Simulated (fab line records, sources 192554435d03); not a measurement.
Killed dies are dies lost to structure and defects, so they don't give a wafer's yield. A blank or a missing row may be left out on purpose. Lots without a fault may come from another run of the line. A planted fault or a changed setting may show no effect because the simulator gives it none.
A struck lot beside a sound one | flow n5_finfet | 16 steps out of a route of 1938
Sound: wafers L958.1, L958.2, L958.4. Struck: wafers L956.4, L956.6. (L956.1 of the same lot was not struck and is left out.) The cause comes at the end.
At each step with rows: each side's tool, then ch and its chambers, then its first start. Under that, the readings that differ: sound wafers | struck wafers | difference of the means | sigmas: that difference in standard deviations of wafers without a fault.
alike: readings whose means differ by less than 2 such deviations, and words and numbers that are the same on both sides. not compared: withheld readings, readings that some wafer has no value for, bounds like >300 that may hide the same value, and numbers for which the record gives no deviation and whose values overlap.
The two part at a step that has a row with sigmas, a row that says differs or no value, or rows on one side only. Numbers that don't overlap but have no deviation are shown without sigmas and don't part them. A reading that every wafer of one side lacks parts them only if that side has two wafers or more.

first, 1 step without rows for these wafers: N5_BEOL_M0_SAQP_DESCUM_19 (chemistry O2, time 7.9 s).
N5_BEOL_M0_SAQP_ETCH_83: etches SiARC in CF4, target depth 39 nm, time 65 s.
  sound on rie_diel-04 ch 1,2, day 9 13:19; struck on rie_diel-01 ch 2,3, day 9 07:44
  reading    | sound             | struck      | difference | sigmas
  bias_w (W) | 36.30 36.03 36.09 | 35.75 35.93 | -0.30      | -3
  alike: cf4_flow_sccm, drypump_motor_current_A, etch_rf_on_time_s, oes_product_au, rf_vpp_V, showerhead_plenum_p_Torr, throttle_valve_pct
  not compared: rf_hours_counter_h
N5_BEOL_M0_SAQP_ETCH_84: etches SOC in N2/H2, target depth 100 nm, overetch 20 nm, time 150 s.
  sound on rie_diel-04 ch 1,2, day 9 13:22; struck on rie_diel-01 ch 2,3, day 9 07:47
  alike: bias_w, drypump_motor_current_A, oes_product_au, rf_vpp_V, showerhead_plenum_p_Torr, temp_c, throttle_valve_pct
  not compared: rf_hours_counter_h
then, 4 steps without rows for these wafers: N5_BEOL_M0_SAQP_STRIP_80 (strips in N2/H2); N5_BEOL_M0_SAQP_HM_OPEN_112 (chemistry CHF3/O2, target SiO2, stops on a-Si, target depth 12 nm, time 13.5 s); N5_BEOL_M0_SAQP_STRIP_113 (strips in CHF3/O2); N5_BEOL_M0_SAQP_MANDREL_ETCH_20 (etches a-Si in HBr/Cl2, stops on SiNx, target depth 60 nm, bt time 10 s, time 30 s).
N5_BEOL_M0_SAQP_STRIP_86: strips in N2/H2.
  sound on rie_diel-04 ch 0,2, day 9 13:47; struck on rie_diel-04 ch 0,1, day 9 08:08
  alike: drypump_motor_current_A, oes_product_au, rf_vpp_V, showerhead_plenum_p_Torr, temp_c, throttle_valve_pct
  not compared: rf_hours_counter_h
then, 3 steps without rows for these wafers: N5_BEOL_M0_SAQP_STRIP_115 (strips in post etch residue remover, time 60 s); N5_BEOL_M0_SAQP_SRD_93 (time 30 s); N5_BEOL_M0_SAQP_RECESS_114 (chemistry HF/NH3, target SiO2, target depth 14.4 nm, afs cycles 3, sublimation time 60 s).
N5_BEOL_M0_SAQP_SPACER1_ALD_98: deposits SiO2, target thk 12.8 nm, pulse time 1 s, purge time 2 s.
  sound on ald_sin-02 ch 0,1,2, day 9 14:19; struck on ald_sin-03 ch 0,1, day 9 08:39
  alike: heater_power_w, precursor_pulse_height_rel
N5_BEOL_M0_SAQP_SPACER1_ETCHBACK_99: etches SiO2 in CHF3/O2, target depth 15.4 nm, time 7.7 s.
  sound on rie_diel-04 ch 0,1, day 9 14:47; struck on rie_diel-03 ch 1, day 9 09:11
  reading               | sound             | struck      | difference | sigmas
  bias_w (W)            | 170.8 170.1 170.3 | 169.3 169.1 | -1.2       | -2
  oes_product_au (a.u.) | 0.67 0.83 0.81    | 1.08 1.07   | +0.31      | +4
  alike: drypump_motor_current_A, oes_o_777_au, rf_vpp_V, showerhead_plenum_p_Torr, throttle_valve_pct
  not compared: rf_hours_counter_h
N5_BEOL_M0_SAQP_MANDREL1_REMOVE_100: chemistry HBr/Cl2/O2, target a-Si, stops on SiNx, bt time 10 s.
  sound on rie_si-02 ch 0,1,2, day 9 14:52; struck on rie_si-06 ch 2,3, day 9 09:16
  reading                | sound     | struck | difference                    | sigmas
  rf_hours_counter_h (h) | 26 88 123 | - -    | no value on the struck wafers |
  alike: bias_w, drypump_motor_current_A, oes_o_777_au, oes_product_au, throttle_valve_pct
-- the record jumps here: 3 days lie between the struck wafers' starts before and after (it left off in module BEOL_M0_SAQP and takes up again in module BEOL_M4, whose first step shown is number 1111 of the route) --
N5_BEOL_M4_RC_MEAS_101:
  sound on prober-01 ch 0, day 12 01:19; struck on prober-02 ch 0, day 11 21:25
  alike: DIBL_N, DIBL_P, IOFF_N, IOFF_P, ION_N, ION_P, SS_N, SS_P, VT_N, VT_P
N5_PASSIVATION_PROBE_49:
  the record has rows for the sound wafers here (prober-02, day 16 03:35) and none for the struck ones

WHERE THEY PART
First at N5_BEOL_M0_SAQP_ETCH_83; last, within this record, at N5_PASSIVATION_PROBE_49.

WHY: what the simulator had put in
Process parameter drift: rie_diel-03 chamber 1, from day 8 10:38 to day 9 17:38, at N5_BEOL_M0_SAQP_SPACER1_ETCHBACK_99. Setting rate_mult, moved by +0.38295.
